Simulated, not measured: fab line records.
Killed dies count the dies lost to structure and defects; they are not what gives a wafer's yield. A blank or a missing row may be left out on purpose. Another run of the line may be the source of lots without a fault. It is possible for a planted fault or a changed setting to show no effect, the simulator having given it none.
A struck lot beside a sound one || flow n5_finfet || 38 steps out of a route of 1938
Sound: wafers L995.1, L995.2, L995.3. Struck: wafer L982.4 (left out: L982.2, L982.3 of the same lot, which were not struck); the cause appears at the end.
For every step that has rows: the tool of each side, followed by ch and its chambers, followed by its first start. Under that, the readings that differ: sound wafers || struck wafers || difference of the means || sigmas: that difference in standard deviations of wafers without a fault.
alike: a reading whose means differ by less than 2 such deviations, as well as words and numbers matching on both sides. not compared: withheld readings; readings where some wafer has no value; bounds like >300 that might hide an equal value; numbers whose values overlap and for which the record gives no deviation.
Wherever a step has rows on one side only, a row that says differs or no value, or a row with sigmas, the two part there. When numbers do not overlap yet have no deviation, they are printed without sigmas and do not part them. A reading that every wafer of one side lacks parts them only if that side has two wafers or more.

first, 9 steps without rows for these wafers: N5_BEOL_M3_ANNEAL_95 (time 240 s); N5_BEOL_M3_SPUTTER_96 (material Cu, target thk 4.5 nm, time 8.29 s); N5_BEOL_M3_ECD_50 (material Cu, target thk 300 nm); N5_BEOL_M3_ANNEAL_51 (time 90 s); N5_BEOL_M3_CMP_52 (polishes, stops on SiOC, t overpolish 6.8 s, target thk 40 nm); N5_BEOL_M3_PRE_CLEAN_60 (time 15 s); N5_BEOL_M3_CO_CAP_55 (material Co, precursor CCTBA/H2, target thk 2 nm, time 102.1 s); N5_BEOL_M3_PRE_CLEAN_56 (time 15 s); N5_BEOL_M3_DEP_57 (deposits SiCN from 3MS/NH3, target thk 8 nm, time 14 s).
N5_BEOL_M4_ILD_DEP_00: deposits SiOC from DEMS/O2, target thk 79 nm, time 15.3 s.
  sound on pecvd-01 ch 0,1,2, day 13 16:54; struck on pecvd-01 ch 0, day 9 15:13
{"reading": "model.SiOC_of_BEOL_M4_ILD_DEP_00.thk_nm (nm)", "sound": "78.4 78.4 78.6", "struck": 72, "difference": -6, "sigmas": ""}
  alike: heater_power_w, showerhead_plenum_p_Torr, throttle_valve_pct
N5_BEOL_M4_THK_MEAS_01:
  struck on film_metro-02, day 9 15:17; sound on film_metro-01, day 13 16:58
{"reading": "M4_ILD_THK (nm)", "sound": "78.4 78.3 78.5", "struck": 71.9, "difference": -6.5, "sigmas": -6}
then, 24 steps without rows for these wafers: N5_BEOL_M4_PECVD_72 (deposits SiO2 from TEOS/O2, target thk 16 nm, time 18 s); N5_BEOL_M4_HM_DEP_02 (deposits TiN, target thk 20 nm); N5_BEOL_M4_COAT_61 (time 60 s, resist thk 60 nm); N5_BEOL_M4_COAT_62 (time 60 s, resist thk 12 nm); N5_BEOL_M4_COAT_73 (time 60 s, resist thk 5 nm); N5_BEOL_M4_COAT_05 (resist thk 30 nm); N5_BEOL_M4_EBR_07; N5_BEOL_M4_SOFTBAKE_06 (time 60 s); N5_BEOL_M4_EXPOSE_08 (exposes mask M4); N5_BEOL_M4_PEB_09 (peb time 60 s); N5_BEOL_M4_DEVELOP_10 (develop time 30 s); N5_BEOL_M4_DESCUM_16 (chemistry O2, time 7 s); N5_BEOL_M4_ETCH_74 (etches underlayer in N2/H2, target depth 6.5 nm, time 5.2 s); N5_BEOL_M4_ETCH_63 (etches SiARC in CF4, target depth 15.6 nm, time 26 s); N5_BEOL_M4_ETCH_64 (etches SOC in N2/H2, target depth 75 nm, overetch 22.5 nm, time 121.9 s); N5_BEOL_M4_STRIP_65 (strips in N2/H2); N5_BEOL_M4_STRIP_75 (strips in N2/H2); N5_BEOL_M4_STRIP_66 (strips in CF4); N5_BEOL_M4_HM_OPEN_17 (chemistry Cl2/BCl3, target TiN, target depth 20 nm, overetch 6 nm); N5_BEOL_M4_STRIP_19 (strips in O2); N5_BEOL_M4_COAT_67 (time 60 s, resist thk 60 nm); N5_BEOL_M4_COAT_68 (time 60 s, resist thk 12 nm); N5_BEOL_M4_COAT_76 (time 60 s, resist thk 5 nm); N5_BEOL_M4_COAT_22 (resist thk 30 nm).
N5_BEOL_M4_CMP_52: polishes, stops on SiOC, t overpolish 6.8 s, target thk 40 nm.
  sound on cmp-02 ch 0,2,3, day 14 02:47; struck on cmp-02 ch 1, day 10 05:55
{"reading": "model.SiOC_of_BEOL_M4_ILD_DEP_00.thk_nm (nm)", "sound": "75.4 75.4 75.6", "struck": 69, "difference": -6, "sigmas": ""}
  alike: edge_zone_pressure_frac, motor_current_A
N5_BEOL_M4_RC_MEAS_101:
  sound on prober-01 ch 0, day 14 03:24; struck on prober-02 ch 0, day 10 06:40
  alike: DIBL_N, DIBL_P, IOFF_N, IOFF_P, ION_N, ION_P, SS_N, SS_P, VT_N, VT_P
next, for these wafers, 1 step has no rows: N5_PASSIVATION_PROBE_49.

## WHERE THEY PART
N5_BEOL_M4_THK_MEAS_01 only, going by this record. Later steps at which nothing parts them and some readings are alike: N5_BEOL_M4_CMP_52, N5_BEOL_M4_RC_MEAS_101.

WHY: whatever the simulator had introduced
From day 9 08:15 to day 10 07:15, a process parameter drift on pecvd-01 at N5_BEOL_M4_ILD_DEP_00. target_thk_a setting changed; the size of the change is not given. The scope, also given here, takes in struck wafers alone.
